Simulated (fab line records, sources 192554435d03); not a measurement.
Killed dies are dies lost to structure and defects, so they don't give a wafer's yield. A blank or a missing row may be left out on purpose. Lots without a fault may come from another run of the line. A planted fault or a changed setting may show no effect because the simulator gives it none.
Split-lot experiment | flow n5_finfet | 7 lots, 21 wafers read, on a route of 1938 steps

THE SPLIT
At N5_BEOL_M4_TRENCH_ETCH_37 (etches SiOC in C4F6/O2, target depth 55.555 nm, time 29.2 s), the setting time_s was moved away from the recipe's 29.2 s on 6 of the 21 wafers read, by -16.6% to +15.9%. The other wafers ran this setting at the recipe's value.

FROM THE SPLIT TO THE READING: what the file shows between them, 13 steps
- N5_BEOL_M4_ETCH_41: etches SiCN in CH3F/O2, target depth 29.9 nm, time 52.5 s
- N5_BEOL_M4_STRIP_97: strips in N2/H2, time 10 s
- N5_BEOL_M4_OCD_MEAS_38
- N5_BEOL_M4_HM_STRIP_39: strips TiN in peroxide tin strip, target depth 25 nm, time 158 s
- N5_BEOL_M4_SRD_40: time 30 s
- N5_BEOL_M4_ECD_50: material Cu, target thk 300 nm
- N5_BEOL_M4_ANNEAL_51: time 90 s
- N5_BEOL_M4_CMP_52: polishes, stops on SiOC, t overpolish 6.8 s, target thk 40 nm
- N5_BEOL_M4_THK_MEAS_53: measures by xrf
- N5_BEOL_M4_PRE_CLEAN_60: time 15 s
- N5_BEOL_M4_CO_CAP_55: material Co, precursor CCTBA/H2, target thk 2 nm, time 102.1 s
- N5_BEOL_M4_PRE_CLEAN_56: time 15 s
- N5_BEOL_M4_DEP_57: deposits SiCN from 3MS/NH3, target thk 8 nm, time 14 s

THE READING
M4_RS, in ohm/sq, at N5_BEOL_M4_RS_MEAS_58 (measures by four-point-probe). Fault-free wafers of this fab line usually give 0.666 ohm/sq, standard deviation 0.028 ohm/sq.

wafer  | tool, chamber at the split | time_s as run, s | against the recipe | M4_RS, ohm/sq | against lot-mates on the recipe
L077.2 | rie_diel-04, 1             | 29.2             | recipe             | 0.668         | -
L077.3 | rie_diel-04, 2             | 29.2             | recipe             | 0.652         | -
L077.5 | rie_diel-04, 0             | 29.2             | recipe             | 0.629         | -
L079.2 | rie_diel-04, 0             | 29.2             | recipe             | 0.647         | -
L079.4 | rie_diel-04, 2             | 32.09            | +9.9%              | 0.542         | -0.105
L079.6 | rie_diel-04, 0             | 29.2             | recipe             | 0.648         | -
L081.4 | rie_diel-01, 3             | 29.2             | recipe             | 0.653         | -
L081.5 | rie_diel-01, 2             | 26.37            | -9.7%              | 0.795         | +0.138
L081.6 | rie_diel-01, 3             | 29.2             | recipe             | 0.660         | -
L083.2 | rie_diel-04, 0             | 29.2             | recipe             | 0.620         | -
L083.3 | rie_diel-04, 3             | 29.2             | recipe             | 0.624         | -
L083.5 | rie_diel-04, 3             | 29.2             | recipe             | 0.639         | -
L084.1 | rie_diel-01, 2             | 33.84            | +15.9%             | 0.496         | -0.144
L084.4 | rie_diel-01, 0             | 33.84            | +15.9%             | 0.506         | -0.134
L084.6 | rie_diel-01, 1             | 29.2             | recipe             | 0.640         | -
L090.3 | rie_diel-01, 2             | 29.2             | recipe             | 0.658         | -
L090.4 | rie_diel-01, 0             | 29.2             | recipe             | 0.677         | -
L090.5 | rie_diel-01, 2             | 29.2             | recipe             | 0.683         | -
L092.1 | rie_diel-01, 3             | 24.35            | -16.6%             | 0.972         | +0.293
L092.2 | rie_diel-01, 2             | 29.2             | recipe             | 0.679         | -
L092.4 | rie_diel-01, 1             | 24.35            | -16.6%             | 0.947         | +0.268

THE FIT
A straight line over all 21 wafers: M4_RS changes by -0.014 ohm/sq for each +1% of time_s; r = -0.96; the points scatter about the line by 0.035 ohm/sq.
The same after taking each lot's own level away (the mean of its wafers on the recipe; 21 wafers): -0.0129 ohm/sq for each +1%; r = -0.96; scatter 0.029 ohm/sq.
On that fit, the largest move of time_s shifts the reading by 0.21 ohm/sq.
The lots' own levels span 0.6277 to 0.6790 ohm/sq, that is 1.8 times the standard deviation above.
So the lot-to-lot level changes the slope little: the two slopes agree.
Check: with one of the wafers moved furthest among these (-16.6%) left out of the fit, the line predicts +0.205 ohm/sq for it against its lot-mates. It came out at +0.293 ohm/sq against them.

OTHER SPLITS ON THESE WAFERS
These wafers also went through other splits before the reading. Each is held against what the fit with the lots' levels taken away leaves over:
other split on the same wafers | wafers away from the commonest value | r with M4_RS (lot level and that fit taken away)
N5_BEOL_M2_EXPOSE_25 dose_mj   | 7                                    | -0.62
N5_BEOL_M2_DESCUM_33 time_s    | 4                                    | +0.46
N5_BEOL_M3_ETCH_64 time_s      | 4                                    | -0.10
N5_BEOL_M3_COAT_67 spin_rpm    | 11                                   | +0.10
N5_BEOL_M4_COAT_05 spin_rpm    | 8                                    | -0.13
N5_BEOL_M4_ETCH_64 bias_w      | 7                                    | +0.14

THE WHOLE CHAIN: every reading that the file lists as answering this split, in the file's order
step                      | what it does                                                  | reading                                                                      | change (the file's fit)               | r (the file's)
N5_BEOL_M4_TRENCH_ETCH_37 | etches SiOC in C4F6/O2, target depth 55.555 nm, time 29.2 s   | etch.depth_nm (the simulator's own value, which no gauge read)               | +0.556 nm for each +1% of the setting | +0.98
N5_BEOL_M4_TRENCH_ETCH_37 | etches SiOC in C4F6/O2, target depth 55.555 nm, time 29.2 s   | BEOL_M4.feature_depth_nm (the simulator's own value, which no gauge read)    | +0.554 nm for each +1% of the setting | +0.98
N5_BEOL_M4_OCD_MEAS_38    |                                                               | trench_depth_nm                                                              | +0.579 nm for each +1% of the setting | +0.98
N5_BEOL_M4_CMP_52         | polishes, stops on SiOC, t overpolish 6.8 s, target thk 40 nm | Cu_of_BEOL_M4_ECD_50.thk_nm (the simulator's own value, which no gauge read) | +0.563 nm for each +1% of the setting | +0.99
N5_BEOL_M4_THK_MEAS_53    | measures by xrf                                               | M4_THK                                                                       | +0.573 for each +1% of the setting    | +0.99
N5_BEOL_M4_RS_MEAS_58     | measures by four-point-probe                                  | M4_RS                                                                        | -0.0128 for each +1% of the setting   | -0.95

THE FILE'S OWN FIT
M4_RS changes by -0.0128 ohm/sq for each +1% of time_s, r = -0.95.
